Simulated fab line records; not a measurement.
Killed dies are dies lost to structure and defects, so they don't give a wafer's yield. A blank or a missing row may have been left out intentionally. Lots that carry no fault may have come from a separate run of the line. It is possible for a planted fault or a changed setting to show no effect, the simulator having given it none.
fab line records    flow n5-finfet
record: lots: 6  wafers: 17  last-day: 17
route steps=1938 shown BEOL_M7@1269
lots untouched by any fault: they come from a run of this same line in which no faults occurred
start-h: start of the lot's first displayed wafer, in hours after the record's first day    wait-h: time in hours since the lot's previous step    " unchanged from the row above    L1.1+2: several wafers, shown together as one row    - either no value or no given start    * or withheld: withheld    < > ~ a bound
route shown NAME@n: NAME is a module with steps in the file, n the number in the route of the first one    usual: the fault-free wafers' mean and standard deviation    same: alike in all rows    chamber/n: place in a boat    sites: each site's reading    _std_site: standard deviation of those values    _edge_site: the outer-site mean with the inner-site mean subtracted    radius-mm: how far each site lies from the wafer's centre    mask NAME#n: copy n    behind: tool/chamber where the wafer was last shaped    hold: why the lot was held/for how many hours/how that ended    device: transistor that didn't switch, given as n, p or np    end of line: at the end of the route, the tests of the same wafers    step lacking rows: just its recipe    killed: the dies lost at the first sort to structure and to defects; this is not the yield of the wafer    map: a wafer's dies, marking killed ones x, the rest . and places with no die _
set.NAME: setting as actually run; set.NAME@STEP: the setting as run at that earlier step    model.NAME: the simulator's own value behind a step, which no gauge read
certain route steps with their lots: each step a table, each wafer a row
services: the hour from which a tool's chamber was out of use, counted from the record's first day as start-h (under 0 if before that day), plus the number of hours and why
== steps ==
step: N5_BEOL_M7_COAT_60
recipe: resist: SiARC  temp-c: 220  time-s: 60  spin-rpm: 1500  resist-thk-nm: 35
step: N5_BEOL_M7_COAT_05
recipe: resist: CAR-ArF  spin-rpm: 1500  resist-thk-nm: 90
step: N5_BEOL_M7_EBR_07
recipe: solvent: PGMEA  ebr-width-mm: 1.5
step: N5_BEOL_M7_SOFTBAKE_06
recipe: temp-c: 110  time-s: 60  resist: CAR-ArF
step: N5_BEOL_M7_EXPOSE_08
recipe: mask-id: M7  na: 1.35  source-shape: dipole  sigma-inner: 0.817  sigma-outer: 0.97  polarization: te  dose-mj: 68.25
step: N5_BEOL_M7_PEB_09
recipe: peb-temp-c: withheld  peb-time-s: 60  resist: CAR-ArF
step: N5_BEOL_M7_DEVELOP_10
recipe: develop-time-s: 30  developer: TMAH  resist: CAR-ArF  rinse-liquid: diw  dry: air-spin  dev-temp-c: 23
step: N5_BEOL_M7_CD_MEAS_11
recipe: target-cd-nm: 38.5  landing-energy-ev: 500  detector: se-inlens  polarity: opening
usual: cd-nm: 38.5/0.39
lot.wafer  tool       chamber  start-h  wait-h  cd-nm
L562.1     cd-sem-03  0        189.09   -       38.6
L562.5     "          0        "        "       38.5
L562.6     "          0        "        "       38.9
L570.2     cd-sem-03  0        239.67   -       38.7
L570.3     "          0        "        "       38.6
L570.5     "          0        "        "       38.9
L577.2     cd-sem-02  0        283.34   -       39.0
L577.3     "          0        "        "       38.5
L577.5     "          0        "        "       38.6
L580.1     cd-sem-03  0        307.30   -       38.1
L580.4     "          0        "        "       38.4
L584.2     cd-sem-03  0        330.77   -       37.9
L584.4     "          0        "        "       38.5
L584.5     "          0        "        "       38.3
L585.1     cd-sem-01  0        340.01   -       38.6
L585.2     "          0        "        "       38.1
L585.5     "          0        "        "       38.2
step: N5_BEOL_M7_OVL_MEAS_12
recipe: points-per-wafer: 44
usual: M7_OVL: 0.1/0.68
lot.wafer  tool        chamber  start-h  wait-h  M7_OVL[nm]
L562.1     overlay-02  0        189.12   0.0     0.8
L562.5     "           0        "        "       0.0
L562.6     "           0        "        "       -0.8
L570.2     overlay-02  0        239.70   0.0     0.6
L570.3     "           0        "        "       0.6
L570.5     "           0        "        "       -0.4
L577.2     overlay-02  0        283.37   0.0     0.5
L577.3     "           0        "        "       -0.3
L577.5     "           0        "        "       0.0
L580.1     overlay-01  0        307.33   0.0     -0.8
L580.4     "           0        "        "       0.1
L584.2     overlay-01  0        330.80   0.0     -0.6
L584.4     "           0        "        "       -0.5
L584.5     "           0        "        "       -0.2
L585.1     overlay-01  0        340.04   0.0     -0.4
L585.2     "           0        "        "       0.3
L585.5     "           0        "        "       -0.8
step: N5_BEOL_M7_INSPECT_13
recipe: mode: adi  inspect-instrument: brightfield
usual: raw-defect-count: 439/110
lot.wafer  tool               chamber  start-h  wait-h  raw-defect-count
L562.1     defect-inspect-02  -        189.14   0.0     470
L562.5     "                  -        "        "       372
L562.6     "                  -        "        "       402
L570.2     defect-inspect-01  -        239.72   0.0     384
L570.3     "                  -        "        "       288
L570.5     "                  -        "        "       557
L577.2     defect-inspect-02  -        283.39   0.0     640
L577.3     "                  -        "        "       462
L577.5     "                  -        "        "       513
L580.1     defect-inspect-01  -        307.35   0.0     319
L580.4     "                  -        "        "       204
L584.2     defect-inspect-01  -        330.82   0.0     606
L584.4     "                  -        "        "       464
L584.5     "                  -        "        "       579
L585.1     defect-inspect-02  -        340.06   0.0     706
L585.2     "                  -        "        "       465
L585.5     "                  -        "        "       360
step: N5_BEOL_M7_DESCUM_16
recipe: chemistry: O2  time-s: 7.9  source-power-w: 50  bias-power-w: 20  pressure-mtorr: 20  rf-frequency-hz: 2.712e+07  temp-c: 40  resist: CAR-ArF  o2-flow-sccm: 225
usual: drypump-motor-current-A: 5.7/0.51  oes-product-au: 0.82/0.07  rf-vpp-V: 243.5/1.3  showerhead-plenum-p-Torr: 2.12/0.065  throttle-valve-pct: 20.33/0.18
same: time-s: 7.9
lot.wafer  tool         chamber  start-h  wait-h  drypump-motor-current-A  oes-product-au  rf-hours-counter-h  rf-vpp-V  showerhead-plenum-p-Torr  throttle-valve-pct
L562.1     rie-diel-01  2        189.41   0.3     4.9                      0.83            83                  242.5     2.03                      20.15
L562.5     "            0        "        "       5.8                      0.84            -                   245.3     2.22                      20.57
L562.6     "            1        "        "       5.7                      0.77            -                   243.7     2.10                      20.37
L570.2     rie-diel-01  3        239.76   0.0     5.5                      0.87            52                  243.0     2.13                      20.39
L570.3     "            2        "        "       4.9                      0.81            98                  241.8     2.03                      20.18
L570.5     "            1        "        "       5.7                      0.76            -                   243.6     2.09                      20.38
L577.2     rie-diel-03  2        283.76   0.4     6.4                      0.83            69                  244.8     2.20                      20.26
L577.3     "            3        "        "       5.7                      0.84            58                  245.5     2.13                      20.36
L577.5     "            0        "        "       5.6                      0.88            -                   242.1     2.05                      19.97
L580.1     rie-diel-03  3        307.60   0.2     5.8                      0.85            65                  243.4     2.13                      20.38
L580.4     "            2        "        "       6.4                      0.83            76                  244.4     2.20                      20.26
L584.2     rie-diel-03  0        331.04   0.2     5.7                      0.86            60                  242.4     2.04                      19.99
L584.4     "            2        "        "       6.4                      0.82            83                  243.5     2.20                      20.25
L584.5     "            3        "        "       5.7                      0.83            -                   244.3     2.12                      20.38
L585.1     rie-diel-01  1        340.46   0.4     5.7                      0.73            187                 242.6     2.08                      20.44
L585.2     "            3        "        "       5.5                      0.84            84                  242.8     2.12                      20.44
L585.5     "            1        "        "       5.7                      0.74            -                   241.7     2.08                      20.44
step: N5_BEOL_M7_ETCH_61
recipe: chemistry: CF4  target: SiARC  target-depth-a: 455  mask-material: CAR-ArF  time-s: 75.8  ion-energy-ev: 80  pressure-mtorr: 40  source-w: 545  bias-w: 36  Ar_flow_sccm: 100  cf4-flow-sccm: 100  ends: cleared
usual: drypump-motor-current-A: 5.7/0.51  etch-rf-on-time-s: 75.3/1.2  oes-product-au: 0.70/0.058  rf-vpp-V: 184.2/1.2  showerhead-plenum-p-Torr: 2.16/0.064  throttle-valve-pct: 15.51/0.19
lot.wafer  tool         chamber  start-h  wait-h  drypump-motor-current-A  etch-rf-on-time-s  oes-product-au  rf-hours-counter-h  rf-vpp-V  showerhead-plenum-p-Torr  throttle-valve-pct
L562.1     rie-diel-01  2        189.45   0.0     4.9                      74.4               0.70            83                  182.4     2.08                      15.33
L562.5     "            0        "        "       5.8                      74.4               0.72            -                   186.2     2.26                      15.66
L562.6     "            1        "        "       5.7                      75.0               0.67            -                   185.1     2.15                      15.54
L570.2     rie-diel-01  3        239.79   0.0     5.5                      75.4               0.74            52                  182.9     2.18                      15.53
L570.3     "            2        "        "       4.9                      73.5               0.70            98                  184.3     2.07                      15.35
L570.5     "            1        "        "       5.7                      74.9               0.66            -                   184.3     2.15                      15.59
L577.2     rie-diel-03  2        283.79   0.0     6.4                      75.2               0.71            69                  185.4     2.26                      15.47
L577.3     "            3        "        "       5.7                      73.1               0.75            58                  184.7     2.17                      15.49
L577.5     "            0        "        "       5.7                      76.9               0.75            -                   183.3     2.09                      15.09
L580.1     rie-diel-03  3        307.63   0.0     5.8                      73.5               0.72            65                  184.3     2.17                      15.50
L580.4     "            2        "        "       6.4                      75.1               0.70            76                  184.7     2.25                      15.49
L584.2     rie-diel-03  0        331.08   0.0     5.6                      77.5               0.73            60                  182.5     2.09                      15.10
L584.4     "            2        "        "       6.4                      75.4               0.70            83                  185.1     2.25                      15.49
L584.5     "            3        "        "       5.7                      73.1               0.73            -                   184.0     2.16                      15.50
L585.1     rie-diel-01  1        340.49   0.0     5.7                      75.8               0.63            187                 183.4     2.13                      15.65
L585.2     "            3        "        "       5.5                      76.7               0.70            84                  185.1     2.17                      15.59
L585.5     "            1        "        "       5.7                      75.9               0.63            -                   184.4     2.13                      15.65
step: N5_BEOL_M7_ETCH_62
recipe: chemistry: N2/H2  target: SOC  target-depth-a: 1100  overetch-a: 220  mask-material: SiARC  temp-c: 40  time-s: 165  ion-energy-ev: 200  pressure-mtorr: 30  source-w: 840  bias-w: 150  n2-flow-sccm: 200  h2-flow-sccm: 200
usual: drypump-motor-current-A: 5.7/0.51  h2-flow-sccm: 200.0/0.57  oes-product-au: 0.69/0.056  rf-vpp-V: 524.7/2.3  showerhead-plenum-p-Torr: 2.57/0.082  throttle-valve-pct: 17.70/0.17
same: time-s: 165
lot.wafer  tool         chamber  start-h  wait-h  drypump-motor-current-A  h2-flow-sccm  oes-product-au  rf-hours-counter-h  rf-vpp-V  showerhead-plenum-p-Torr  throttle-valve-pct  model.SiARC_of_BEOL_M7_COAT_60.thk-nm  model.BEOL_M7.cd-offset-nm
L562.1     rie-diel-01  2        189.50   0.0     4.9                      199.3         0.70            83                  522.1     2.46                      17.44               28                                     0
L562.5     "            0        "        "       5.8                      199.0         0.71            -                   528.0     2.69                      17.82               28.2                                   -0.4
L562.6     "            1        "        "       5.7                      200.2         0.66            -                   524.2     2.55                      17.76               28.2                                   0.4
L570.2     rie-diel-01  3        239.85   0.0     5.5                      199.6         0.73            52                  524.6     2.58                      17.68               28.2                                   -0.2
L570.3     "            2        "        "       4.9                      198.9         0.68            98                  521.5     2.46                      17.48               28                                     0
L570.5     "            1        "        "       5.7                      200.0         0.65            -                   524.2     2.55                      17.79               28.2                                   0.4
L577.2     rie-diel-03  2        283.85   0.0     6.4                      200.2         0.71            69                  527.7     2.70                      17.71               28.4                                   0.4
L577.3     "            3        "        "       5.7                      200.2         0.72            58                  526.1     2.58                      17.73               28                                     -0.2
L577.5     "            0        "        "       5.7                      200.5         0.75            -                   522.9     2.48                      17.31               28.2                                   -0.4
L580.1     rie-diel-03  3        307.69   0.0     5.8                      199.6         0.71            65                  525.2     2.58                      17.73               25.8                                   0.8
L580.4     "            2        "        "       6.4                      199.8         0.70            76                  527.6     2.70                      17.74               28.4                                   0
L584.2     rie-diel-03  0        331.14   0.0     5.6                      200.9         0.73            60                  521.8     2.48                      17.35               28.2                                   -0.8
L584.4     "            2        "        "       6.4                      200.5         0.69            83                  526.4     2.69                      17.76               28.2                                   -0.2
L584.5     "            3        "        "       5.7                      200.2         0.71            -                   524.2     2.57                      17.74               25.8                                   0.6
L585.1     rie-diel-01  1        340.55   0.0     5.7                      200.0         0.63            187                 524.1     2.53                      17.85               28.6                                   0
L585.2     "            3        "        "       5.5                      199.8         0.70            84                  524.6     2.57                      17.74               28.4                                   -0.2
L585.5     "            1        "        "       5.7                      200.4         0.63            -                   523.3     2.53                      17.85               28.4                                   0.2
step: N5_BEOL_M7_STRIP_68
recipe: chemistry: N2/H2  temp-c: 40  n2-flow-sccm: 200  h2-flow-sccm: 200  rf-frequency-hz: 6e+07
step: N5_BEOL_M7_STRIP_67
recipe: chemistry: CF4  resist: SiARC  power-w: 300  bias-power-w: 75  pressure-mtorr: 50  cf4-flow-sccm: 150  rf-frequency-hz: 6e+07
usual: drypump-motor-current-A: 5.7/0.51  oes-product-au: 0.81/0.067  rf-vpp-V: 271.6/1.5  showerhead-plenum-p-Torr: 1.81/0.053  throttle-valve-pct: 13.48/0.19
lot.wafer  tool         chamber  start-h  wait-h  drypump-motor-current-A  oes-product-au  rf-hours-counter-h  rf-vpp-V  showerhead-plenum-p-Torr  throttle-valve-pct
L562.1     rie-diel-01  2        189.65   0.0     4.8                      0.82            83                  270.1     1.74                      13.32
L562.5     "            0        "        "       5.8                      0.84            -                   272.2     1.89                      13.58
L562.6     "            1        "        "       5.7                      0.78            -                   270.6     1.80                      13.56
L570.2     rie-diel-01  3        239.99   0.0     5.5                      0.87            52                  271.9     1.83                      13.46
L570.3     "            2        "        "       4.8                      0.80            98                  269.3     1.74                      13.35
L570.5     "            1        "        "       5.7                      0.76            -                   272.7     1.80                      13.58
L577.2     rie-diel-03  2        284.00   0.0     6.4                      0.83            69                  273.4     1.89                      13.41
L577.3     "            3        "        "       5.7                      0.86            58                  272.5     1.82                      13.42
L577.5     "            0        "        "       5.6                      0.88            -                   270.1     1.75                      13.05
L580.1     rie-diel-03  3        307.84   0.0     5.7                      0.85            65                  272.8     1.81                      13.47
L580.4     "            2        "        "       6.4                      0.82            76                  273.2     1.89                      13.44
L584.2     rie-diel-03  0        331.28   0.0     5.7                      0.87            60                  270.1     1.74                      13.08
L584.4     "            2        "        "       6.4                      0.82            83                  271.1     1.88                      13.47
L584.5     "            3        "        "       5.7                      0.83            -                   272.2     1.81                      13.47
L585.1     rie-diel-01  1        340.69   0.0     5.7                      0.74            187                 271.4     1.79                      13.64
L585.2     "            3        "        "       5.5                      0.82            84                  270.4     1.82                      13.55
L585.5     "            1        "        "       5.7                      0.74            -                   269.6     1.79                      13.65
step: N5_BEOL_M7_HM_OPEN_17
recipe: chemistry: Cl2/BCl3  target-depth-a: 200  overetch-a: 60  target: TiN  mask-material: SOC  ion-energy-ev: 150  pressure-mtorr: 10  icp-w: 1000  bias-w: 126  Cl2_flow_sccm: 53.25  bcl3-flow-sccm: 21.75  Ar_flow_sccm: 25
usual: drypump-motor-current-A: 5.8/0.45  he-backside-leak-sccm: 3.45/0.2  mfc-cl2-sccm: 53.25/0.17  oes-product-au: 0.61/0.058  throttle-valve-pct: 22.34/0.19
lot.wafer  tool          chamber  start-h  wait-h  drypump-motor-current-A  he-backside-leak-sccm  mfc-cl2-sccm  oes-product-au  rf-hours-counter-h  throttle-valve-pct  model.BEOL_M7.cd-offset-nm
L562.1     rie-metal-02  1        189.69   0.0     6.3                      3.27                   52.95         0.57            92                  22.69               0
L562.5     "             0        "        "       6.0                      3.53                   53.44         0.56            -                   22.30               -0.4
L562.6     "             1        "        "       6.3                      3.22                   53.24         0.56            -                   22.69               0.4
L570.2     rie-metal-01  0        240.03   0.0     5.0                      3.42                   53.08         0.61            59                  22.15               -0.2
L570.3     "             1        "        "       5.9                      3.58                   53.25         0.58            -                   22.21               -0.2
L570.5     "             1        "        "       5.9                      3.53                   53.12         0.58            -                   22.20               0.2
L577.2     rie-metal-01  0        284.04   0.0     5.0                      3.37                   53.70         0.61            65                  22.17               0.4
L577.3     "             0        "        "       5.0                      3.43                   53.32         0.60            -                   22.16               -0.2
L577.5     "             0        "        "       5.0                      3.43                   53.31         0.60            -                   22.16               -0.4
L580.1     rie-metal-01  1        307.88   0.0     5.9                      3.57                   53.42         0.57            89                  22.21               0.8
L580.4     "             1        "        "       5.9                      3.64                   53.35         0.58            -                   22.22               0
L584.2     rie-metal-01  1        331.32   0.0     6.0                      3.55                   53.32         0.56            90                  22.25               -0.8
L584.4     "             1        "        "       5.9                      3.47                   53.39         0.57            -                   22.21               0
L584.5     "             1        "        "       6.0                      3.53                   53.35         0.57            -                   22.23               0.6
L585.1     rie-metal-03  0        340.73   0.0     6.1                      3.33                   53.18         0.64            59                  22.53               0
L585.2     "             1        "        "       6.0                      3.50                   53.19         0.71            16                  22.33               -0.2
L585.5     "             0        "        "       6.1                      3.14                   53.09         0.64            -                   22.52               0.2
step: N5_BEOL_M7_STRIP_19
recipe: chemistry: O2  power-w: 400  temp-c: 40  pressure-mtorr: 30  rf-frequency-hz: 6e+07  bias-power-w: 0  overash-fraction: 0.2  o2-flow-sccm: 225
usual: drypump-motor-current-A: 5.7/0.5  oes-product-au: 0.82/0.081  rf-vpp-V: 3.7/0.69  showerhead-plenum-p-Torr: 2.12/0.064  throttle-valve-pct: 16.57/0.2
lot.wafer  tool         chamber  start-h  wait-h  drypump-motor-current-A  oes-product-au  rf-hours-counter-h  rf-vpp-V  showerhead-plenum-p-Torr  throttle-valve-pct
L562.1     rie-diel-01  0        189.80   0.1     5.8                      0.84            52                  3.7       2.23                      16.75
L562.5     "            0        "        "       5.8                      0.85            -                   3.7       2.23                      16.72
L562.6     "            3        "        "       5.5                      0.89            -                   3.9       2.14                      16.55
L570.2     rie-diel-02  3        240.14   0.1     4.9                      0.68            253                 4.3       2.14                      16.91
L570.3     "            1        "        "       5.8                      0.99            1                   3.0       2.06                      16.67
L570.5     "            0        "        "       6.1                      0.75            -                   2.3       2.17                      16.35
L577.2     rie-diel-01  0        284.15   0.1     5.8                      0.81            79                  4.1       2.22                      16.79
L577.3     "            2        "        "       4.9                      0.81            112                 3.6       2.02                      16.43
L577.5     "            1        "        "       5.7                      0.76            -                   3.7       2.09                      16.66
L580.1     rie-diel-01  1        308.02   0.1     5.7                      0.74            177                 3.3       2.09                      16.67
L580.4     "            3        "        "       5.5                      0.83            -                   3.2       2.13                      16.61
L584.2     rie-diel-03  0        331.43   0.1     5.6                      0.86            60                  3.2       2.05                      16.22
L584.4     "            2        "        "       6.4                      0.81            83                  3.3       2.20                      16.51
L584.5     "            3        "        "       5.7                      0.83            -                   3.1       2.13                      16.59
L585.1     rie-diel-02  1        341.09   0.3     5.8                      0.90            34                  4.1       2.04                      16.71
L585.2     "            0        "        "       6.1                      0.72            195                 3.1       2.16                      16.40
L585.5     "            0        "        "       6.1                      0.72            -                   4.2       2.16                      16.40
== services ==
tool          chamber  start-h  hours  kind
rie-diel-03   2        170.31   8.0    repair
rie-diel-02   1        210.87   -      clean
rie-diel-02   1        210.87   -      consumable-replace:focus-ring
rie-diel-02   1        210.87   26.1   scheduled-down
rie-diel-02   1        210.87   26.1   vent-cycle
rie-diel-03   3        214.67   3.1    repair
rie-diel-01   0        216.59   1.2    repair
rie-diel-02   -        219.04   0.7    repair
rie-metal-01  -        224.32   1.4    pm
rie-diel-03   2        224.91   9.3    repair
rie-diel-03   0        240.51   12.8   repair
rie-diel-02   3        256.42   2.8    repair
rie-metal-03  0        265.79   4.4    repair
rie-diel-02   2        267.02   6.3    repair
rie-diel-01   0        301.30   18.0   repair
rie-diel-01   2        304.72   3.9    repair
rie-metal-03  -        313.19   2.8    pm
rie-diel-02   -        315.20   0.5    repair
rie-metal-01  -        321.67   1.0    repair
rie-diel-02   2        334.70   5.6    repair
rie-diel-03   1        340.21   -      clean
rie-diel-03   1        340.21   -      consumable-replace:focus-ring
rie-diel-03   1        340.21   20.5   scheduled-down
rie-diel-03   1        340.21   20.5   vent-cycle
== key ==
first-sign none at tools or gauges
model-effect: step: N5_BEOL_M7_ETCH_62  value: SiARC_of_BEOL_M7_COAT_60.thk-nm  without: 28  struck: 25.8
model-effect: step: N5_BEOL_M7_HM_OPEN_17  value: BEOL_M7.cd-offset-nm  without: -0.4  struck: 0.7
met-at N5_BEOL_M7_ETCH_62
struck-wafers L580.1,L584.5
onset-between 283.85 307.69
fault: kind: process-parameter-drift  tool: rie-diel-03  chamber: -  onset-h: 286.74  steps: N5_BEOL_M7_ETCH_62  channel: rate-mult  offset: 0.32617  shape: step  end-h: 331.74  scope: struck-wafers-only
